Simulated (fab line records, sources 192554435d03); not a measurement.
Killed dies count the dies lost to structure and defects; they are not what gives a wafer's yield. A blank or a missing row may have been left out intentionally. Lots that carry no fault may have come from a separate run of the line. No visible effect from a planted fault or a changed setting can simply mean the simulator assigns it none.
fab line records ; flow n5-finfet
[record] lots = 10; wafers = 30; last-day = 18
route steps=1938 shown BEOL_M4@1091 PASSIVATION@1936
lots with no fault: from the same line, run without faults
start-h: the number of hours between the record's first day and the start of the first shown wafer of the lot ; wait-h: how many hours have passed since the lot's step before this one ; " identical to the entry in the row above ; L1.1+2: a single row standing in for several wafers ; - value missing, or start not given ; * or withheld: withheld ; < > ~ a bound
route shown NAME@n: a module of which the file shows steps, and the number in the route of the first ; usual: mean and standard deviation over wafers with no fault ; same: alike in all rows ; chamber/n: place in a boat ; sites: per-site readings ; _std_site: their standard deviation ; _edge_site: mean of outer sites minus mean of inner sites ; radius-mm: for every site, how far away it sits from the centre of the wafer ; mask NAME#n: copy n ; behind: tool/chamber where the wafer was last shaped ; hold: reason for holding the lot/hours on hold/outcome of the hold ; device: whichever transistor did not switch (one of n, p or np) ; end of line: the route-end tests of the same wafers ; a step without rows: its recipe alone ; killed: dies lost to structure and defects at the first sort, not the wafer's yield ; map: a wafer's dies, x killed, . not, _ none there
set.NAME: the setting that was run; set.NAME@STEP: the one run at that earlier step ; model.NAME: the simulator's own value behind a step, which no gauge read
a sample of lots followed through the steps of the route, with each step as a table and each wafer as a row
services: from which hour (start-h, from the record's first day; less than 0 if before it) a tool's chamber was out of use, for how many hours, and why
[[steps]]
[step N5_BEOL_M4_ANNEAL_87]
[recipe] temp-c = 400; time-s = 240; ambient = vacuum
[usual] heater-power-w = 839/56
lot.wafer;tool;chamber;start-h;wait-h;heater-power-w
L718.1;pvd-sputter-02;-;181.11;0.0;757
L718.3;pvd-sputter-02;-;181.11;0.0;896
L718.5;pvd-sputter-02;-;181.11;0.0;813
L721.1;pvd-sputter-02;-;196.18;0.0;765
L721.3;pvd-sputter-02;-;196.18;0.0;832
L721.5;pvd-sputter-02;-;196.18;0.0;838
L728.1;pvd-sputter-01;-;228.43;0.0;917
L728.3;pvd-sputter-01;-;228.43;0.0;853
L728.4;pvd-sputter-01;-;228.43;0.0;741
L729.3;pvd-sputter-02;-;249.09;0.0;813
L729.5;pvd-sputter-02;-;249.09;0.0;838
L729.6;pvd-sputter-02;-;249.09;0.0;784
L731.2;pvd-sputter-01;-;250.22;0.0;729
L731.4;pvd-sputter-01;-;250.22;0.0;851
L731.6;pvd-sputter-01;-;250.22;0.0;738
L730.1;pvd-sputter-03;-;256.12;0.0;859
L730.2;pvd-sputter-03;-;256.12;0.0;915
L730.5;pvd-sputter-03;-;256.12;0.0;900
L735.2;pvd-sputter-02;-;267.67;0.0;924
L735.4;pvd-sputter-02;-;267.67;0.0;809
L735.6;pvd-sputter-02;-;267.67;0.0;919
L734.1;pvd-sputter-02;-;276.61;0.0;838
L734.5;pvd-sputter-02;-;276.61;0.0;812
L734.6;pvd-sputter-02;-;276.61;0.0;839
L741.1;pvd-sputter-02;-;323.85;0.0;807
L741.4;pvd-sputter-02;-;323.85;0.0;905
L741.5;pvd-sputter-02;-;323.85;0.0;763
L740.1;pvd-sputter-01;-;324.81;0.0;724
L740.2;pvd-sputter-01;-;324.81;0.0;826
L740.3;pvd-sputter-01;-;324.81;0.0;934
[step N5_BEOL_M4_ANNEAL_91]
[recipe] temp-c = 400; time-s = 240; ambient = vacuum
[usual] heater-power-w = 837/55
lot.wafer;tool;chamber;start-h;wait-h;heater-power-w
L718.1;pvd-sputter-02;-;181.55;0.0;776
L718.3;pvd-sputter-02;-;181.55;0.0;896
L718.5;pvd-sputter-02;-;181.55;0.0;836
L721.1;pvd-sputter-02;-;196.62;0.0;775
L721.3;pvd-sputter-02;-;196.62;0.0;831
L721.5;pvd-sputter-02;-;196.62;0.0;835
L728.1;pvd-sputter-01;-;228.87;0.0;904
L728.3;pvd-sputter-01;-;228.87;0.0;872
L728.4;pvd-sputter-01;-;228.87;0.0;728
L729.3;pvd-sputter-02;-;249.53;0.0;813
L729.5;pvd-sputter-02;-;249.53;0.0;841
L729.6;pvd-sputter-02;-;249.53;0.0;772
L731.2;pvd-sputter-01;-;250.66;0.0;745
L731.4;pvd-sputter-01;-;250.66;0.0;829
L731.6;pvd-sputter-01;-;250.66;0.0;749
L730.1;pvd-sputter-03;-;256.59;0.0;863
L730.2;pvd-sputter-03;-;256.59;0.0;909
L730.5;pvd-sputter-03;-;256.59;0.0;919
L735.2;pvd-sputter-02;-;268.11;0.0;919
L735.4;pvd-sputter-02;-;268.11;0.0;801
L735.6;pvd-sputter-02;-;268.11;0.0;957
L734.1;pvd-sputter-02;-;277.05;0.0;830
L734.5;pvd-sputter-02;-;277.05;0.0;826
L734.6;pvd-sputter-02;-;277.05;0.0;839
L741.1;pvd-sputter-02;-;324.29;0.0;836
L741.4;pvd-sputter-02;-;324.29;0.0;909
L741.5;pvd-sputter-02;-;324.29;0.0;755
L740.1;pvd-sputter-01;-;325.25;0.0;753
L740.2;pvd-sputter-01;-;325.25;0.0;813
L740.3;pvd-sputter-01;-;325.25;0.0;928
[step N5_BEOL_M4_SPUTTER_92]
[recipe] material = Cu; target-thk-a = 45; temp-c = -20; chamber-pressure-pa = 0.07; power-w = withheld; time-s = 8.29
[usual] chamber-pressure-pa = 0.07002/0.00014; chuck-gas-flow-sccm = 1.26/0.054; substrate-temp-c = -20.01/0.12; throttle-valve-pct = 30.6/0.74
lot.wafer;tool;chamber;start-h;wait-h;chamber-pressure-pa;chuck-gas-flow-sccm;substrate-temp-c;throttle-valve-pct
L718.1;pvd-sputter-02;-;181.69;0.1;0.0698;1.36;-19.77;29.7
L718.3;pvd-sputter-02;-;181.69;0.1;0.06997;1.18;-20.24;30.1
L718.5;pvd-sputter-02;-;181.69;0.1;0.06996;1.36;-20.01;30.4
L721.1;pvd-sputter-02;-;196.76;0.1;0.07015;1.28;-19.81;29.9
L721.3;pvd-sputter-02;-;196.76;0.1;0.07008;1.21;-20.02;30.5
L721.5;pvd-sputter-02;-;196.76;0.1;0.07016;1.33;-20.07;30.8
L728.1;pvd-sputter-01;-;229.01;0.1;0.07007;1.29;-20.06;30.0
L728.3;pvd-sputter-01;-;229.01;0.1;0.07021;1.27;-20.12;30.4
L728.4;pvd-sputter-01;-;229.01;0.1;0.07005;1.25;-20.05;31.6
L729.3;pvd-sputter-02;-;249.67;0.1;0.07014;1.31;-20.21;30.6
L729.5;pvd-sputter-02;-;249.67;0.1;0.07018;1.29;-20.12;30.7
L729.6;pvd-sputter-02;-;249.67;0.1;0.07011;1.31;-19.88;29.7
L731.2;pvd-sputter-01;-;250.80;0.1;0.06993;1.32;-20.03;31.8
L731.4;pvd-sputter-01;-;250.80;0.1;0.07011;1.14;-19.99;31.4
L731.6;pvd-sputter-01;-;250.80;0.1;0.06978;1.21;-19.93;31.8
L730.1;pvd-sputter-03;-;256.75;0.1;0.06988;1.24;-20.04;29.8
L730.2;pvd-sputter-03;-;256.75;0.1;0.07009;1.32;-20.12;32.1
L730.5;pvd-sputter-03;-;256.75;0.1;0.06994;1.30;-20.19;32.1
L735.2;pvd-sputter-02;-;268.25;0.1;0.06997;1.21;-20.08;30.5
L735.4;pvd-sputter-02;-;268.25;0.1;0.07019;1.18;-20.07;30.5
L735.6;pvd-sputter-02;-;268.25;0.1;0.06977;1.22;-20.05;30.5
L734.1;pvd-sputter-02;-;277.19;0.1;0.07002;1.36;-20.21;30.6
L734.5;pvd-sputter-02;-;277.19;0.1;0.07009;1.31;-19.95;30.6
L734.6;pvd-sputter-02;-;277.19;0.1;0.06989;1.32;-20.03;30.6
L741.1;pvd-sputter-02;-;324.43;0.1;0.0699;1.28;-19.90;30.8
L741.4;pvd-sputter-02;-;324.43;0.1;0.06993;1.29;-20.18;30.6
L741.5;pvd-sputter-02;-;324.43;0.1;0.07022;1.27;-20.09;29.9
L740.1;pvd-sputter-01;-;325.39;0.1;0.06993;1.46;-19.93;31.8
L740.2;pvd-sputter-01;-;325.39;0.1;0.07022;1.30;-20.05;31.2
L740.3;pvd-sputter-01;-;325.39;0.1;0.07009;1.38;-19.94;30.0
[step N5_BEOL_M4_SPUTTER_96]
[recipe] material = Cu; target-thk-a = 45; temp-c = -20; chamber-pressure-pa = 0.07; power-w = withheld; time-s = 8.29
[usual] chamber-pressure-pa = 0.06998/0.00014; chuck-gas-flow-sccm = 1.25/0.053; substrate-temp-c = -19.98/0.11; throttle-valve-pct = 30.6/0.75
lot.wafer;tool;chamber;start-h;wait-h;chamber-pressure-pa;chuck-gas-flow-sccm;substrate-temp-c;throttle-valve-pct
L718.1;pvd-sputter-02;-;182.13;0.1;0.0699;1.24;-19.93;29.9
L718.3;pvd-sputter-02;-;182.13;0.1;0.07001;1.22;-19.92;30.5
L718.5;pvd-sputter-02;-;182.13;0.1;0.0701;1.37;-20.09;30.7
L721.1;pvd-sputter-02;-;197.20;0.1;0.07006;1.25;-19.97;29.5
L721.3;pvd-sputter-02;-;197.20;0.1;0.07001;1.24;-19.98;30.8
L721.5;pvd-sputter-02;-;197.20;0.1;0.06983;1.35;-20.00;30.5
L728.1;pvd-sputter-01;-;229.45;0.1;-;-;-;-
L728.3;pvd-sputter-01;-;229.45;0.1;-;-;-;-
L728.4;pvd-sputter-01;-;229.45;0.1;-;-;-;-
L729.3;pvd-sputter-02;-;250.11;0.1;-;-;-;-
L729.5;pvd-sputter-02;-;250.11;0.1;-;-;-;-
L729.6;pvd-sputter-02;-;250.11;0.1;-;-;-;-
L731.2;pvd-sputter-01;-;251.24;0.1;-;-;-;-
L731.4;pvd-sputter-01;-;251.24;0.1;-;-;-;-
L731.6;pvd-sputter-01;-;251.24;0.1;-;-;-;-
L730.1;pvd-sputter-03;-;257.22;0.1;0.06995;1.29;-20.14;29.7
L730.2;pvd-sputter-03;-;257.22;0.1;0.06988;1.28;-19.94;31.9
L730.5;pvd-sputter-03;-;257.22;0.1;0.06998;1.30;-20.07;32.0
L735.2;pvd-sputter-02;-;268.69;0.1;0.0703;1.29;-19.85;30.5
L735.4;pvd-sputter-02;-;268.69;0.1;0.07009;1.27;-19.95;30.5
L735.6;pvd-sputter-02;-;268.69;0.1;0.07006;1.16;-19.91;30.3
L734.1;pvd-sputter-02;-;277.63;0.1;0.07003;1.23;-19.79;30.5
L734.5;pvd-sputter-02;-;277.63;0.1;0.07038;1.22;-20.01;30.6
L734.6;pvd-sputter-02;-;277.63;0.1;0.07005;1.27;-19.92;30.6
L741.1;pvd-sputter-02;-;324.87;0.1;0.07002;1.22;-20.01;30.8
L741.4;pvd-sputter-02;-;324.87;0.1;0.06975;1.26;-20.17;30.3
L741.5;pvd-sputter-02;-;324.87;0.1;0.07007;1.25;-19.93;29.9
L740.1;pvd-sputter-01;-;325.83;0.1;0.06999;1.36;-20.16;31.7
L740.2;pvd-sputter-01;-;325.83;0.1;0.06987;1.29;-19.92;31.2
L740.3;pvd-sputter-01;-;325.83;0.1;0.06999;1.28;-19.84;30.2
[step N5_BEOL_M4_RC_MEAS_101]
[usual] DIBL_N = 35.4/2.1; DIBL_P = 34.8/2.6; IOFF_N = 0.15/0.037; IOFF_P = 0.19/0.037; ION_N = 677/16; ION_P = 462/9.3; SS_N = 71.4/0.75; SS_P = 72.9/0.77; VT_N = 250/3.7; VT_P = -251/3.5
lot.wafer;tool;chamber;start-h;wait-h;DIBL_N[mV/V];DIBL_P[mV/V];IOFF_N[nA/um];IOFF_P[nA/um];ION_N[uA/um];ION_P[uA/um];SS_N[mV/dec];SS_P[mV/dec];VT_N[mV];VT_P[mV]
L718.1;prober-01;0;183.49;0.0;35.6;34.3;0.13;0.14;654;441;71.5;72.4;255;-257
L718.3;prober-01;0;183.49;0.0;39.3;38.9;0.22;0.20;684;455;73.0;73.8;247;-256
L718.5;prober-01;0;183.49;0.0;37.9;37.1;0.19;0.18;686;455;72.5;73.3;249;-254
L721.1;prober-02;0;198.45;0.2;34.7;35.4;0.15;0.18;697;463;70.7;72.6;249;-256
L721.3;prober-02;0;198.45;0.2;31.1;31.0;0.09;0.13;665;461;70.3;71.1;256;-256
L721.5;prober-02;0;198.45;0.2;35.3;35.7;0.14;0.19;679;464;71.1;72.5;249;-252
L728.1;prober-01;0;231.34;0.7;36.0;34.6;0.13;0.21;649;450;71.0;73.0;250;-251
L728.3;prober-01;0;231.34;0.7;36.2;34.6;0.15;0.20;677;466;71.3;73.2;246;-252
L728.4;prober-01;0;231.34;0.7;37.3;35.1;0.15;0.19;661;450;71.3;72.4;249;-251
L729.3;prober-02;0;251.52;0.3;34.3;34.2;0.13;0.17;660;454;71.3;71.9;251;-253
L729.5;prober-02;0;251.52;0.3;39.5;41.3;0.25;0.31;712;480;72.6;74.3;242;-243
L729.6;prober-02;0;251.52;0.3;32.7;31.6;0.11;0.14;669;457;70.9;72.1;253;-254
L731.2;prober-01;0;252.84;0.2;35.2;34.9;0.15;0.21;683;467;71.2;73.5;248;-248
L731.4;prober-01;0;252.84;0.2;35.3;34.9;0.14;0.21;679;469;71.3;73.1;249;-249
L731.6;prober-01;0;252.84;0.2;33.4;32.1;0.12;0.17;674;462;71.4;72.2;254;-250
L730.1;prober-02;0;258.33;0.0;33.6;33.6;0.15;0.20;688;480;70.6;72.4;246;-248
L730.2;prober-02;0;258.33;0.0;35.7;36.7;0.18;0.24;682;469;71.7;72.5;248;-248
L730.5;prober-02;0;258.33;0.0;34.1;34.6;0.16;0.22;700;479;71.4;72.1;246;-250
L735.2;prober-01;0;269.96;0.2;33.1;32.2;0.11;0.15;662;448;69.8;71.9;252;-255
L735.4;prober-01;0;269.96;0.2;32.3;31.9;0.11;0.15;682;472;70.4;73.0;253;-253
L735.6;prober-01;0;269.96;0.2;33.5;33.4;0.13;0.16;668;456;71.0;72.7;251;-251
L734.1;prober-01;0;278.83;0.0;37.6;37.1;0.17;0.22;678;467;71.9;73.8;248;-246
L734.5;prober-01;0;278.83;0.0;35.6;36.4;0.13;0.20;662;464;71.2;72.4;254;-250
L734.6;prober-01;0;278.83;0.0;38.4;37.6;0.22;0.24;669;460;72.4;73.7;249;-248
L741.1;prober-02;0;326.03;0.0;38.0;40.0;0.22;0.26;710;477;72.6;73.7;242;-247
L741.4;prober-02;0;326.03;0.0;36.1;37.1;0.18;0.23;701;476;71.7;73.3;247;-250
L741.5;prober-02;0;326.03;0.0;36.0;36.9;0.17;0.21;689;467;71.4;73.6;246;-250
L740.1;prober-01;0;327.31;0.0;35.5;35.0;0.15;0.23;676;468;71.7;73.1;254;-243
L740.2;prober-01;0;327.31;0.0;32.7;31.9;0.11;0.18;672;472;70.3;71.7;254;-247
L740.3;prober-01;0;327.31;0.0;35.4;36.6;0.16;0.25;688;474;71.5;72.9;249;-244
[step N5_PASSIVATION_PROBE_49]
[usual] defect-limited-yield = 90.5/1.7; killed_at_M0_to_M3 = 37/12; killed_at_M4_up = 14/5.2; killed-at-contacts = 12/5.9; killed-at-front-end = 45/14; killed-at-other = 3.5/2.8; killed-dies = 112/21; killed-on-rim = 15/4.5; killed-open = 73/15; killed-short = 36/8.9; sort_bin_5_function = 5.6/1.2; sort_bin_6_memory = 3.5/0.68; sort_bin_8_speed = 0.01/0.1; sort-n-pass = 1068/21; sort-yield-pct = 90.5/1.8
[same] gross-dies = 1180; killed-at-back-side = 0; sort_bin_4_leakage[%] = 0
lot.wafer;tool;chamber;start-h;wait-h;defect-limited-yield[%];killed_at_M0_to_M3;killed_at_M4_up;killed-at-contacts;killed-at-front-end;killed-at-other;killed-dies;killed-on-rim;killed-open;killed-short;sort_bin_5_function[%];sort_bin_6_memory[%];sort_bin_8_speed[%];sort-n-pass;sort-yield-pct[%]
L718.1;prober-01;-;294.41;0.0;88.6;46;10;20;49;9;134;19;92;36;6.6;4.1;0;1046;88.6
L718.3;prober-01;-;294.51;0.1;88.5;43;6;26;60;1;136;18;88;44;7.3;4.0;0;1044;88.5
L718.5;prober-01;-;294.61;0.2;89.2;52;11;21;41;3;128;14;93;35;6.4;4.0;0;1052;89.2
L728.1;prober-01;-;343.00;0.0;86.7;46;21;11;75;4;157;16;94;54;8.4;4.2;0.08;1022;86.6
L728.3;prober-01;-;343.10;0.1;89.1;47;20;10;49;3;129;13;83;36;6.6;4.0;0;1051;89.1
L728.4;prober-01;-;343.15;0.2;90.6;45;11;4;47;4;111;16;74;33;5.2;3.6;0;1069;90.6
L729.3;prober-02;-;361.18;0.1;89.0;25;17;10;74;4;130;23;83;37;7.1;3.7;0;1050;89.0
L729.5;prober-02;-;361.28;0.2;89.1;40;24;13;48;4;129;15;91;31;6.6;4.1;0;1051;89.1
L729.6;prober-02;-;361.33;0.3;91.8;17;11;11;57;1;97;16;54;37;5.3;2.6;0;1083;91.8
L731.2;prober-01;-;367.94;0.1;90.8;27;25;10;46;0;108;15;69;30;5.3;3.6;0;1072;90.8
L731.4;prober-01;-;368.04;0.2;89.7;28;24;19;49;2;122;14;81;31;5.9;3.9;0;1058;89.7
L730.1;prober-02;-;371.75;0.0;92.4;20;18;14;34;4;90;13;59;31;4.2;3.3;0;1090;92.4
L730.2;prober-02;-;371.80;0.1;93.1;30;6;6;37;2;81;12;50;29;4.2;2.4;0;1099;93.1
L730.5;prober-02;-;371.95;0.2;91.9;42;11;13;28;2;96;14;59;31;5.2;2.8;0;1084;91.9
// killed by level:class
L718.1 MOL_CONTACT_COAG:geometric-particle:open=16 BEOL_M3:geometric-particle:open=14 STI_FIN_REVEAL:geometric-particle:open=9 BEOL_M0_SAQP:geometric-particle:open=9 ILD0:geometric-particle:open=8 BEOL_M2:geometric-particle:open=8 FIN_SAQP:geometric-particle:open=7 BEOL_M0_SAQP:geometric-particle:short=6
L718.3 MOL_CONTACT_COAG:geometric-particle:open=19 BEOL_M0_SAQP:geometric-particle:short=18 FIN_SAQP:geometric-particle:open=16 STI_FIN_REVEAL:geometric-particle:open=11 BEOL_M0_SAQP:geometric-particle:open=11 DUMMY_GATE:geometric-particle:open=7 MOL_CONTACT_COAG:geometric-particle:short=7 BEOL_M2:geometric-particle:open=5
L718.5 MOL_CONTACT_COAG:geometric-particle:open=19 BEOL_M3:geometric-particle:open=14 STI_FIN_REVEAL:geometric-particle:open=11 BEOL_M2:geometric-particle:open=10 BEOL_M0_SAQP:geometric-particle:short=9 BEOL_M0_SAQP:geometric-particle:open=8 DUMMY_GATE:geometric-particle:open=6 FIN_SAQP:geometric-particle:open=5
L728.1 FIN_SAQP:geometric-particle:short=23 FIN_SAQP:geometric-particle:open=18 BEOL_M0_SAQP:geometric-particle:open=12 MOL_CONTACT_COAG:geometric-particle:open=10 BEOL_M0_SAQP:geometric-particle:short=10 BEOL_M3:geometric-particle:open=9 STI_FIN_REVEAL:geometric-particle:open=7 BEOL_M2:geometric-particle:open=7
L728.3 STI_FIN_REVEAL:geometric-particle:open=12 BEOL_M2:geometric-particle:open=12 FIN_SAQP:geometric-particle:open=11 MOL_CONTACT_COAG:geometric-particle:open=8 DUMMY_GATE:geometric-particle:open=8 BEOL_M0_SAQP:geometric-particle:short=8 BEOL_M1:geometric-particle:open=7 BEOL_M4:interface-void-opened=7
L728.4 BEOL_M0_SAQP:geometric-particle:open=15 BEOL_M0_SAQP:geometric-particle:short=11 FIN_SAQP:geometric-particle:open=10 DUMMY_GATE:geometric-particle:open=9 STI_FIN_REVEAL:geometric-particle:open=8 BEOL_M1:geometric-particle:open=8 FIN_SAQP:geometric-particle:short=6 STARTING-WAFER:geometric-particle:short=5
L729.3 STI_FIN_REVEAL:geometric-particle:open=23 GATE_CUT:geometric-particle:short=10 FIN_SAQP:geometric-particle:open=9 MOL_CONTACT_COAG:geometric-particle:open=8 BEOL_M2:geometric-particle:open=8 BEOL_M0_SAQP:geometric-particle:open=7 FIN_SAQP:geometric-particle:short=6 GATE_CUT:geometric-particle:open=6
L729.5 BEOL_M2:geometric-particle:open=20 MOL_CONTACT_COAG:geometric-particle:open=11 BEOL_M0_SAQP:geometric-particle:open=10 FIN_SAQP:geometric-particle:open=9 FIN_SAQP:geometric-particle:short=9 BEOL_M4:geometric-particle:open=9 STI_FIN_REVEAL:geometric-particle:open=5 BEOL_M4:interface-void-opened=5
L729.6 STI_FIN_REVEAL:geometric-particle:open=11 MOL_CONTACT_COAG:geometric-particle:open=10 FIN_SAQP:geometric-particle:short=8 GATE_CUT:geometric-particle:short=7 FIN_SAQP:geometric-particle:open=6 GATE_CUT:geometric-particle:open=6 STARTING-WAFER:geometric-particle:open=5 BEOL_M0_SAQP:geometric-particle:short=5
L731.2 MOL_CONTACT_COAG:geometric-particle:open=10 BEOL_M4:interface-void-opened=8 BEOL_M0_SAQP:geometric-particle:short=7 BEOL_M0_SAQP:geometric-particle:open=7 STARTING-WAFER:geometric-particle:open=7 FIN_SAQP:geometric-particle:open=6 STI_FIN_REVEAL:geometric-particle:open=6 DUMMY_GATE:geometric-particle:open=6
L731.4 MOL_CONTACT_COAG:geometric-particle:open=16 BEOL_M1:geometric-particle:open=10 STI_FIN_REVEAL:geometric-particle:open=9 BEOL_M3:geometric-particle:open=7 BEOL_M4:interface-void-opened=7 FIN_SAQP:geometric-particle:open=6 DUMMY_GATE:geometric-particle:open=6 BEOL_M4:geometric-particle:open=6
L730.1 STI_FIN_REVEAL:geometric-particle:open=9 MOL_CONTACT_COAG:geometric-particle:open=8 BEOL_M3:geometric-particle:open=8 FIN_SAQP:geometric-particle:open=7 GATE_CUT:geometric-particle:short=7 MOL_CONTACT_COAG:geometric-particle:short=6 FIN_SAQP:geometric-particle:short=4 BEOL_M1:geometric-particle:open=4
L730.2 STI_FIN_REVEAL:geometric-particle:open=11 BEOL_M3:geometric-particle:open=8 BEOL_M2:geometric-particle:open=6 FIN_SAQP:geometric-particle:short=5 MOL_CONTACT_COAG:geometric-particle:open=5 BEOL_M0_SAQP:geometric-particle:short=5 BEOL_M3:geometric-particle:short=5 DUMMY_GATE:geometric-particle:open=4
L730.5 MOL_CONTACT_COAG:geometric-particle:open=10 BEOL_M1:geometric-particle:open=8 FIN_SAQP:geometric-particle:short=7 BEOL_M3:geometric-particle:open=7 BEOL_M2:geometric-particle:open=7 BEOL_M0_SAQP:geometric-particle:open=6 BEOL_M0_SAQP:geometric-particle:short=4 STI_FIN_REVEAL:geometric-particle:open=3
[[services]]
tool;chamber;start-h;hours;kind
pvd-sputter-02;-;288.91;7.9;repair
pvd-sputter-02;-;303.50;6.2;repair
[[key]]
[first-sign] step = N5_BEOL_M4_SPUTTER_96; reading = tool-record; direction = missing
effect none on later readings
met-at N5_BEOL_M4_SPUTTER_96
struck-lots L728,L729,L731
not-acting-at N5_BEOL_M4_ANNEAL_87,N5_BEOL_M4_ANNEAL_91,N5_BEOL_M4_SPUTTER_92
onset-between 197.20 229.45
[fault] kind = skipped-step-whole; tool = pvd-sputter-01,pvd-sputter-02; chamber = -; onset-h = 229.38; steps = N5_BEOL_M4_SPUTTER_96; scope = struck-lots-only
